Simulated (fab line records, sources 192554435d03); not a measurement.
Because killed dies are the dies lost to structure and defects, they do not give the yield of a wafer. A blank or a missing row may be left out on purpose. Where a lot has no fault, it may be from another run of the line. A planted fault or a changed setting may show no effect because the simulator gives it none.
Split-lot study    flow n5Finfet    route with 1938 steps; 7 lots, 21 wafers read

THE SPLIT ITSELF
At N5_BEOL_M2_PECVD_72 (deposits SiO2 from TEOS/O2, target thk 16 nm, time 18 s), the setting timeS was moved away from the recipe's 18 s on 7 of the 21 wafers read, by -12.9% to +14.3%. All remaining wafers had this setting at the recipe value.

The reading comes from the split's own step.

THE READING
SiO2_of_BEOL_M2_PECVD_72.thkNm (the simulator's own value, which no gauge read), in nm, at N5_BEOL_M2_PECVD_72 (deposits SiO2 from TEOS/O2, target thk 16 nm, time 18 s). There is no usual value for it anywhere in the file. Average 15.9 nm, standard deviation 0.21 nm, over the 14 wafers here run with the recipe.

wafer   tool, chamber at the split  timeS as run, s  against the recipe  SiO2_of_BEOL_M2_PECVD_72.thkNm, nm  against lot-mates on the recipe
L076.1  pecvd-03, 1,0               18               recipe              15.8                                -
L076.3  pecvd-03, 1,0               18               recipe              15.8                                -
L076.5  pecvd-03, 0                 18               recipe              16                                  -
L088.2  pecvd-03, 0                 18               recipe              15.6                                -
L088.3  pecvd-03, 1                 19               +5.6%               16.6                                +1.0
L088.4  pecvd-03, 2                 19               +5.6%               16.8                                +1.2
L089.2  pecvd-03, 2                 20.57            +14.3%              18                                  +2.0
L089.3  pecvd-03, 1                 18               recipe              16                                  -
L089.4  pecvd-03, 1                 20.57            +14.3%              18.4                                +2.4
L091.1  pecvd-02, 2,1,2             18               recipe              16                                  -
L091.4  pecvd-02, 2,1,2             18               recipe              16                                  -
L091.6  pecvd-02, 2,1,2             18               recipe              16                                  -
L092.1  pecvd-04, 1                 18               recipe              16                                  -
L092.3  pecvd-04, 2                 18               recipe              16.4                                -
L092.6  pecvd-04, 2                 20.23            +12.4%              18.2                                +2.0
L095.1  pecvd-03, 1,2               18               recipe              15.8                                -
L095.6  pecvd-03, 1,2               18               recipe              15.8                                -
L095.4  pecvd-03, 0                 18               recipe              16.2                                -
L096.1  pecvd-02, 2                 15.68            -12.9%              13.8                                -1.8
L096.3  pecvd-02, 1                 18               recipe              15.6                                -
L096.4  pecvd-02, 1                 15.68            -12.9%              14                                  -1.6
Rows listing several chambers each stand for several wafers; the file does not say which wafer went through which chamber.

THE FIT
A straight line over all 21 wafers: SiO2_of_BEOL_M2_PECVD_72.thkNm changes by +0.161 nm for each +1% of timeS; r = +0.98; the points scatter about the line by 0.21 nm.
The same after taking each lot's own level away (the mean of its wafers on the recipe; 21 wafers): +0.149 nm for each +1%; r = +0.99; scatter 0.17 nm.
That fit puts the effect of the largest move of timeS on the reading at 2.1 nm.
Across the lots, their own levels run from 15.60 to 16.20 nm, a range of 2.9 times the standard deviation given above.
So the lot-to-lot level changes the slope little: the two slopes agree.
Check: with one of the wafers moved furthest among these (+14.3%) left out of the fit, the line predicts +2.24 nm for it against its lot-mates. Against them it came out at +2 nm.

OTHER SPLITS ON THESE WAFERS
These wafers also went through other splits before the reading. Each is held against what the fit with the lots' levels taken away leaves over:
other split on the same wafers    wafers away from the commonest value  r with SiO2_of_BEOL_M2_PECVD_72.thkNm (lot level and that fit taken away)
N5_BEOL_M0_SAQP_HM_DEP_111 timeS  3                                     -0.19
N5_BEOL_M0_ETCH_128 sourceW       6                                     -0.40
N5_BEOL_M0_DEP_125 timeS          10                                    -0.18

FILE'S OWN FIT
SiO2_of_BEOL_M2_PECVD_72.thkNm changes by +0.152 nm for each +1% of timeS, r = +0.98.
